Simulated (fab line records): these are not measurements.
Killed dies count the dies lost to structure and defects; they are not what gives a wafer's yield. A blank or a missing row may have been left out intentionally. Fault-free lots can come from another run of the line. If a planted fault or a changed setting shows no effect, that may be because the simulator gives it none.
Which tool did it? :: flow nand harc :: 39 wafers from 13 lots sampled at 5 of the route's 1302 steps

## WHAT EACH GAUGE READ, for each wafer
NHARC_P_M1_INSPECT_27. Usual: raw defect count 314, standard deviation 120.
lot: L495
measured: day 6 15:55
on: defect inspect-01
raw defect count: 224 129 267
flag: 

lot: L496
measured: day 7 07:34
on: defect inspect-02
raw defect count: 230 277 261
flag: 

lot: L499
measured: day 8 09:17
on: defect inspect-02
raw defect count: 498 504 310
flag: 

lot: L500
measured: day 8 20:59
on: defect inspect-01
raw defect count: 219 208 289
flag: 

lot: L501
measured: day 9 13:06
on: defect inspect-01
raw defect count: 201 248 198
flag: 

lot: L502
measured: day 9 13:23
on: defect inspect-01
raw defect count: 270 392 175
flag: 

lot: L503
measured: day 10 01:47
on: defect inspect-02
raw defect count: 185 163 257
flag: 

lot: L504
measured: day 10 07:58
on: defect inspect-01
raw defect count: 234 193 182
flag: 

lot: L506
measured: day 11 03:06
on: defect inspect-02
raw defect count: 226 222 247
flag: 

lot: L507
measured: day 11 21:14
on: defect inspect-01
raw defect count: 580 204 291
flag: 

lot: L514
measured: day 14 15:28
on: defect inspect-01
raw defect count: 211 329 296
flag: 

lot: L515
measured: day 14 23:34
on: defect inspect-01
raw defect count: 388 391 403
flag: 

lot: L516
measured: day 15 13:16
on: defect inspect-02
raw defect count: 282 287 220
flag: 

NHARC_END_SORT_01. Usual: defect limited yield 92.9 %, standard deviation 2.4; killed at array 44, standard deviation 16; killed at other 0.6, standard deviation 1.1; killed at periphery 3.9, standard deviation 2.6; killed dies 48, standard deviation 16; killed open 3.1, standard deviation 1.9; killed short 2.4, standard deviation 1.8; sort_bin_2_pct 2.6 %, standard deviation 1; sort_bin_3_pct 0.6 %, standard deviation 0.39; sort_bin_4_pct 4.0 %, standard deviation 1.4; sort n pass 629, standard deviation 16; sort rim yield pct 89 %, standard deviation 4.3; sort yield pct 92.9 %, standard deviation 2.4.
lot: L495
measured: day 25 01:07
on: prober-01
defect limited yield (%): 90.1 90.1 90.3
killed at array: 63 61 64
killed at other: 0 0 0
killed at periphery: 4 6 2
killed dies: 67 67 66
killed open: 2 5 6
killed short: 3 1 5
sort_bin_2_pct (%): 4.3 3.8 4.9
sort_bin_3_pct (%): 0.6 1.0 1.3
sort_bin_4_pct (%): 5.0 5.0 3.5
sort n pass: 610 610 611
sort rim yield pct (%): 91 99 97
sort yield pct (%): 90.1 90.1 90.3
flag: 

lot: L496
measured: day 25 17:45
on: prober-01
defect limited yield (%): 88.2 91.3 87.9
killed at array: 77 49 78
killed at other: 0 1 0
killed at periphery: 3 9 4
killed dies: 80 59 82
killed open: 4 7 1
killed short: 3 2 5
sort_bin_2_pct (%): 4.6 3.2 4.9
sort_bin_3_pct (%): 1.8 0.7 0.7
sort_bin_4_pct (%): 5.5 4.7 6.5
sort n pass: 597 618 595
sort rim yield pct (%): 90 78 93
sort yield pct (%): 88.2 91.3 87.9
flag: 

lot: L499
measured: day 25 08:57
on: prober-01
defect limited yield (%): 91.0 89.1 88.5
killed at array: 53 67 75
killed at other: 1 0 0
killed at periphery: 7 7 3
killed dies: 61 74 78
killed open: 4 6 2
killed short: 5 3 0
sort_bin_2_pct (%): 2.5 3.2 5.3
sort_bin_3_pct (%): 0.6 1.5 0.9
sort_bin_4_pct (%): 5.9 6.2 5.3
sort n pass: 616 603 599
sort rim yield pct (%): 83 93 85
sort yield pct (%): 91.0 89.1 88.5
flag: 

lot: L502
measured: day 27 00:02
on: prober-02
defect limited yield (%): 88.9 90.1 93.4
killed at array: 74 60 42
killed at other: 0 0 0
killed at periphery: 1 7 3
killed dies: 75 67 45
killed open: 3 1 6
killed short: 4 4 1
sort_bin_2_pct (%): 3.1 3.5 3.1
sort_bin_3_pct (%): 1.5 0.3 0.7
sort_bin_4_pct (%): 6.5 6.1 2.8
sort n pass: 602 610 632
sort rim yield pct (%): 85 89 91
sort yield pct (%): 88.9 90.1 93.4
flag: 

lot: L503
measured: day 28 06:03
on: prober-02
defect limited yield (%): 90.5 91.4 94.2
killed at array: 58 54 35
killed at other: 0 0 0
killed at periphery: 6 4 4
killed dies: 64 58 39
killed open: 5 2 3
killed short: 3 3 1
sort_bin_2_pct (%): 3.1 2.5 2.1
sort_bin_3_pct (%): 0.7 0.1 0
sort_bin_4_pct (%): 5.6 5.9 3.7
sort n pass: 613 619 638
sort rim yield pct (%): 91 94 86
sort yield pct (%): 90.5 91.4 94.2
flag: 

lot: L507
measured: day 29 23:56
on: prober-01
defect limited yield (%): 92.9 93.5 93.5
killed at array: 38 38 40
killed at other: 0 1 0
killed at periphery: 10 5 4
killed dies: 48 44 44
killed open: 7 3 1
killed short: 2 2 4
sort_bin_2_pct (%): 3.0 1.8 3.0
sort_bin_3_pct (%): 0.1 0.9 0.9
sort_bin_4_pct (%): 4.0 3.8 2.7
sort n pass: 629 633 633
sort rim yield pct (%): 90 89 91
sort yield pct (%): 92.9 93.5 93.5
flag: 

## TOOL THAT RAN EACH LOT (tool first, then ch and the chambers of the sampled wafers, then the start)
lot: L495
NHARC_P_M1_PRE_CLEAN_30: pvd sputter-01, day 6 14:29 or earlier
NHARC_P_M1_PVD_20: pvd sputter-01, day 6 14:29
NHARC_P_M1_ANNEAL_31: rtp anneal-01 ch 0, day 6 15:06

lot: L496
NHARC_P_M1_PRE_CLEAN_30: pvd sputter-01, day 7 06:03 or earlier
NHARC_P_M1_PVD_20: pvd sputter-01, day 7 06:03
NHARC_P_M1_ANNEAL_31: rtp anneal-02 ch 0, day 7 06:44

lot: L499
NHARC_P_M1_PRE_CLEAN_30: pvd sputter-02, day 8 07:50 or earlier
NHARC_P_M1_PVD_20: pvd sputter-02, day 8 07:50
NHARC_P_M1_ANNEAL_31: rtp anneal-01 ch 0, day 8 08:28

lot: L500
NHARC_P_M1_PRE_CLEAN_30: pvd sputter-01, day 8 19:32 or earlier
NHARC_P_M1_PVD_20: pvd sputter-01, day 8 19:32
NHARC_P_M1_ANNEAL_31: rtp anneal-02 ch 0, day 8 20:19

lot: L501
NHARC_P_M1_PRE_CLEAN_30: pvd sputter-03, day 9 11:41 or earlier
NHARC_P_M1_PVD_20: pvd sputter-03, day 9 11:41
NHARC_P_M1_ANNEAL_31: rtp anneal-02 ch 0, day 9 12:19

lot: L502
NHARC_P_M1_PRE_CLEAN_30: pvd sputter-02, day 9 11:53 or earlier
NHARC_P_M1_PVD_20: pvd sputter-02, day 9 11:53
NHARC_P_M1_ANNEAL_31: rtp anneal-02 ch 0, day 9 12:35

lot: L503
NHARC_P_M1_PRE_CLEAN_30: pvd sputter-02, day 10 00:19 or earlier
NHARC_P_M1_PVD_20: pvd sputter-02, day 10 00:19
NHARC_P_M1_ANNEAL_31: rtp anneal-02 ch 0, day 10 01:01

lot: L504
NHARC_P_M1_PRE_CLEAN_30: pvd sputter-03, day 10 06:32 or earlier
NHARC_P_M1_PVD_20: pvd sputter-03, day 10 06:32
NHARC_P_M1_ANNEAL_31: rtp anneal-02 ch 0, day 10 07:09

lot: L506
NHARC_P_M1_PRE_CLEAN_30: pvd sputter-01, day 11 01:40 or earlier
NHARC_P_M1_PVD_20: pvd sputter-01, day 11 01:40
NHARC_P_M1_ANNEAL_31: rtp anneal-02 ch 0, day 11 02:22

lot: L507
NHARC_P_M1_PRE_CLEAN_30: pvd sputter-02, day 11 19:50 or earlier
NHARC_P_M1_PVD_20: pvd sputter-02, day 11 19:50
NHARC_P_M1_ANNEAL_31: rtp anneal-01 ch 0, day 11 20:28

lot: L514
NHARC_P_M1_PRE_CLEAN_30: pvd sputter-01, day 14 13:56 or earlier
NHARC_P_M1_PVD_20: pvd sputter-01, day 14 13:56
NHARC_P_M1_ANNEAL_31: rtp anneal-01 ch 0, day 14 14:49

lot: L515
NHARC_P_M1_PRE_CLEAN_30: pvd sputter-01, day 14 22:10 or earlier
NHARC_P_M1_PVD_20: pvd sputter-01, day 14 22:10
NHARC_P_M1_ANNEAL_31: rtp anneal-02 ch 0, day 14 22:46

lot: L516
NHARC_P_M1_PRE_CLEAN_30: pvd sputter-03, day 15 11:49 or earlier
NHARC_P_M1_PVD_20: pvd sputter-03, day 15 11:49
NHARC_P_M1_ANNEAL_31: rtp anneal-01 ch 0, day 15 12:27
- NHARC_P_M1_PRE_CLEAN_30: time 30 s.
- NHARC_P_M1_PVD_20: deposits TaN, target thk 5 nm, time 8.06 s.
- NHARC_P_M1_ANNEAL_31: time 90 s.

## AS READ BY THE TOOLS THEMSELVES (means over the sampled wafers that have a number; for cases with no such wafer, the mark the record gives instead)
NHARC_P_M1_PRE_CLEAN_30. Usual: heater power w 398 W, standard deviation 32.
lot: L495
tool: pvd sputter-01
heater power w (W): 426
flag: 

lot: L496
tool: pvd sputter-01
heater power w (W): 421
flag: 

lot: L499
tool: pvd sputter-02
heater power w (W): 388
flag: 

lot: L500
tool: pvd sputter-01
heater power w (W): 401
flag: 

lot: L501
tool: pvd sputter-03
heater power w (W): 406
flag: 

lot: L502
tool: pvd sputter-02
heater power w (W): 413
flag: 

lot: L503
tool: pvd sputter-02
heater power w (W): 425
flag: 

lot: L504
tool: pvd sputter-03
heater power w (W): 402
flag: 

lot: L506
tool: pvd sputter-01
heater power w (W): 388
flag: 

lot: L507
tool: pvd sputter-02
heater power w (W): 409
flag: 

lot: L514
tool: pvd sputter-01
heater power w (W): 400
flag: 

lot: L515
tool: pvd sputter-01
heater power w (W): 377
flag: 

lot: L516
tool: pvd sputter-03
heater power w (W): 373
flag: 

NHARC_P_M1_PVD_20. Usual: throttle valve pct 29.9 %, standard deviation 1.2.
lot: L495
tool: pvd sputter-01
throttle valve pct (%): 29.6
flag: 

lot: L496
tool: pvd sputter-01
throttle valve pct (%): 29.4
flag: 

lot: L499
tool: pvd sputter-02
throttle valve pct (%): 30.5
flag: 

lot: L500
tool: pvd sputter-01
throttle valve pct (%): 29.2
flag: 

lot: L501
tool: pvd sputter-03
throttle valve pct (%): 29.7
flag: 

lot: L502
tool: pvd sputter-02
throttle valve pct (%): 30.3
flag: 

lot: L503
tool: pvd sputter-02
throttle valve pct (%): 29.7
flag: 

lot: L504
tool: pvd sputter-03
throttle valve pct (%): 30.8
flag: 

lot: L506
tool: pvd sputter-01
throttle valve pct (%): 29.9
flag: 

lot: L507
tool: pvd sputter-02
throttle valve pct (%): 30.5
flag: 

lot: L514
tool: pvd sputter-01
throttle valve pct (%): 30.1
flag: 

lot: L515
tool: pvd sputter-01
throttle valve pct (%): 29.9
flag: 

lot: L516
tool: pvd sputter-03
throttle valve pct (%): 31.0
flag: 

NHARC_P_M1_ANNEAL_31. Usual: wafer_temp_C_max 226.31, standard deviation 0.3.
lot: L495
tool: rtp anneal-01
wafer_temp_C_max: 226.14
flag: 

lot: L496
tool: rtp anneal-02
wafer_temp_C_max: 226.32
flag: 

lot: L499
tool: rtp anneal-01
wafer_temp_C_max: 225.93
flag: 

lot: L500
tool: rtp anneal-02
wafer_temp_C_max: 226.14
flag: 

lot: L501
tool: rtp anneal-02
wafer_temp_C_max: 226.49
flag: 

lot: L502
tool: rtp anneal-02
wafer_temp_C_max: 226.27
flag: 

lot: L503
tool: rtp anneal-02
wafer_temp_C_max: 226.33
flag: 

lot: L504
tool: rtp anneal-02
wafer_temp_C_max: 226.41
flag: 

lot: L506
tool: rtp anneal-02
wafer_temp_C_max: 226.36
flag: 

lot: L507
tool: rtp anneal-01
wafer_temp_C_max: 226.44
flag: 

lot: L514
tool: rtp anneal-01
wafer_temp_C_max: 226.16
flag: 

lot: L515
tool: rtp anneal-02
wafer_temp_C_max: 226.34
flag: 

lot: L516
tool: rtp anneal-01
wafer_temp_C_max: 226.35
flag: 

## THE ANSWER, worked out from the rows above alone
Rule: lot off if the mean of its wafers having a number is beyond 3 standard deviations from the usual mean. Also off: a lot with no number at a reading for which 4 or more lots have one. Any other lot the step has rows for is counted as sound. First the gauges in route order, then the tools' own readings, where a lot's mean is used as printed above. At the first step where some lot is off, the reading lying furthest off is the one used; lots without a number count as furthest.
No lot is off at any reading shown: from this, nothing can be told.

## WHAT THE SIMULATOR HAD PUT IN
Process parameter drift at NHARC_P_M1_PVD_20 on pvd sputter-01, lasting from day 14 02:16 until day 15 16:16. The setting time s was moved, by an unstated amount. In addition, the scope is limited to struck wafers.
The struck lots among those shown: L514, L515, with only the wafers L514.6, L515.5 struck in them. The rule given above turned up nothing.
